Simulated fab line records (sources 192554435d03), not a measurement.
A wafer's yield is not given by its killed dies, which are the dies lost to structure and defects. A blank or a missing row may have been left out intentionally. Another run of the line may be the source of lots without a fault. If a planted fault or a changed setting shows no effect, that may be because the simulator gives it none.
A lot that was struck, set against a sound lot | flow n5 finfet | 38 steps out of a route of 1938
Sound: these wafers, L477.1, L477.4, L477.5. Struck: wafer L476.5 (L476.2, L476.3, from the same lot, were not struck and are left out); the cause is given at the end.
Each step with rows lists, per side, the tool, then ch with its chambers, then its first start. Under that, the readings that differ: sound wafers | struck wafers | difference of the means | sigmas: that difference in standard deviations of wafers without a fault.
alike: readings whose means differ by less than 2 such deviations, and words and numbers that are the same on both sides. not compared: withheld readings, readings that some wafer has no value for, bounds like >300 that may hide the same value, and numbers for which the record gives no deviation and whose values overlap.
Wherever a step has rows on one side only, a row that says differs or no value, or a row with sigmas, the two part there. When numbers do not overlap yet have no deviation, they are printed without sigmas and do not part them. Lack of a reading on every wafer of one side parts them only where that side has two or more wafers.

first, 9 steps without rows for these wafers: N5_BEOL_M3_ANNEAL_95 (time 240 s); N5_BEOL_M3_SPUTTER_96 (material Cu, target thk 4.5 nm, time 8.29 s); N5_BEOL_M3_ECD_50 (material Cu, target thk 300 nm); N5_BEOL_M3_ANNEAL_51 (time 90 s); N5_BEOL_M3_CMP_52 (polishes, stops on SiOC, t overpolish 6.8 s, target thk 40 nm); N5_BEOL_M3_PRE_CLEAN_60 (time 15 s); N5_BEOL_M3_CO_CAP_55 (material Co, precursor CCTBA/H2, target thk 2 nm, time 102.1 s); N5_BEOL_M3_PRE_CLEAN_56 (time 15 s); N5_BEOL_M3_DEP_57 (deposits SiCN from 3MS/NH3, target thk 8 nm, time 14 s).
N5_BEOL_M4_ILD_DEP_00: deposits SiOC from DEMS/O2, target thk 79 nm, time 15.3 s.
  sound on pecvd-01 ch 0,1,2, day 8 22:06; struck on pecvd-04 ch 0, day 8 10:41
  reading                                      | sound          | struck | difference | sigmas
  model.SiOC_of_BEOL_M4_ILD_DEP_00.thk nm (nm) | 78.2 78.6 79.2 | 60.4   | -18.3      |
  alike: heater power w, showerhead plenum p Torr, throttle valve pct
  not compared: rf fwd power W
N5_BEOL_M4_THK_MEAS_01:
  struck on film metro-02, day 8 10:46; sound on film metro-01, day 8 22:10
  reading         | sound          | struck | difference | sigmas
  M4_ILD_THK (nm) | 78.2 78.5 79.2 | 60.5   | -18.1      | -16
then, 24 steps without rows for these wafers: N5_BEOL_M4_PECVD_72 (deposits SiO2 from TEOS/O2, target thk 16 nm, time 18 s); N5_BEOL_M4_HM_DEP_02 (deposits TiN, target thk 20 nm); N5_BEOL_M4_COAT_61 (time 60 s, resist thk 60 nm); N5_BEOL_M4_COAT_62 (time 60 s, resist thk 12 nm); N5_BEOL_M4_COAT_73 (time 60 s, resist thk 5 nm); N5_BEOL_M4_COAT_05 (resist thk 30 nm); N5_BEOL_M4_EBR_07; N5_BEOL_M4_SOFTBAKE_06 (time 60 s); N5_BEOL_M4_EXPOSE_08 (exposes mask M4); N5_BEOL_M4_PEB_09 (peb time 60 s); N5_BEOL_M4_DEVELOP_10 (develop time 30 s); N5_BEOL_M4_DESCUM_16 (chemistry O2, time 7 s); N5_BEOL_M4_ETCH_74 (etches underlayer in N2/H2, target depth 6.5 nm, time 5.2 s); N5_BEOL_M4_ETCH_63 (etches SiARC in CF4, target depth 15.6 nm, time 26 s); N5_BEOL_M4_ETCH_64 (etches SOC in N2/H2, target depth 75 nm, overetch 22.5 nm, time 121.9 s); N5_BEOL_M4_STRIP_65 (strips in N2/H2); N5_BEOL_M4_STRIP_75 (strips in N2/H2); N5_BEOL_M4_STRIP_66 (strips in CF4); N5_BEOL_M4_HM_OPEN_17 (chemistry Cl2/BCl3, target TiN, target depth 20 nm, overetch 6 nm); N5_BEOL_M4_STRIP_19 (strips in O2); N5_BEOL_M4_COAT_67 (time 60 s, resist thk 60 nm); N5_BEOL_M4_COAT_68 (time 60 s, resist thk 12 nm); N5_BEOL_M4_COAT_76 (time 60 s, resist thk 5 nm); N5_BEOL_M4_COAT_22 (resist thk 30 nm).
N5_BEOL_M4_CMP_52: polishes, stops on SiOC, t overpolish 6.8 s, target thk 40 nm.
  sound on cmp-01 ch 0,1, day 9 07:56; struck on cmp-03 ch 0, day 9 00:19
  reading                                      | sound          | struck | difference | sigmas
  model.SiOC_of_BEOL_M4_ILD_DEP_00.thk nm (nm) | 75.2 75.6 76.2 | 57.4   | -18.3      |
  alike: edge zone pressure frac, motor current A
  not compared: pad life wafers
N5_BEOL_M4_RC_MEAS_101:
  sound on prober-01 ch 0, day 9 08:31; struck on prober-01 ch 0, day 9 01:08
  reading       | sound          | struck | difference | sigmas
  DIBL_N (mV/V) | 35.0 36.8 36.2 | 40.3   | +4.3       | +2
  ION_N (uA/um) | 666 677 667    | 693    | +23        | +2
  VT_N (mV)     | 256 251 255    | 243    | -11        | -3
  VT_P (mV)     | -250 -248 -249 | -242   | +7         | +2
  alike: DIBL_P, IOFF_N, IOFF_P, ION_P, SS_N, SS_P
-- a jump in the record: the struck wafers' starts before and after are 4 days apart (it breaks off in module BEOL_M4 and resumes in module PASSIVATION, where the first step shown is number 1936 of the route) --
N5_PASSIVATION_PROBE_49:
  struck on prober-02, day 13 06:50; sound on prober-02, day 13 17:08
  alike: defect limited yield, killed_at_M0_to_M3, killed_at_M4_up, killed at contacts, killed at front end, killed at other, killed dies, killed open, killed short, sort_bin_5_function, sort_bin_6_memory, sort n pass, sort yield pct

## WHERE THEY PART
At N5_BEOL_M4_THK_MEAS_01 first; at N5_BEOL_M4_RC_MEAS_101 last (within this record only). Later steps at which nothing parts them and some readings are alike: N5_PASSIVATION_PROBE_49.

WHY: the cause the simulator had injected
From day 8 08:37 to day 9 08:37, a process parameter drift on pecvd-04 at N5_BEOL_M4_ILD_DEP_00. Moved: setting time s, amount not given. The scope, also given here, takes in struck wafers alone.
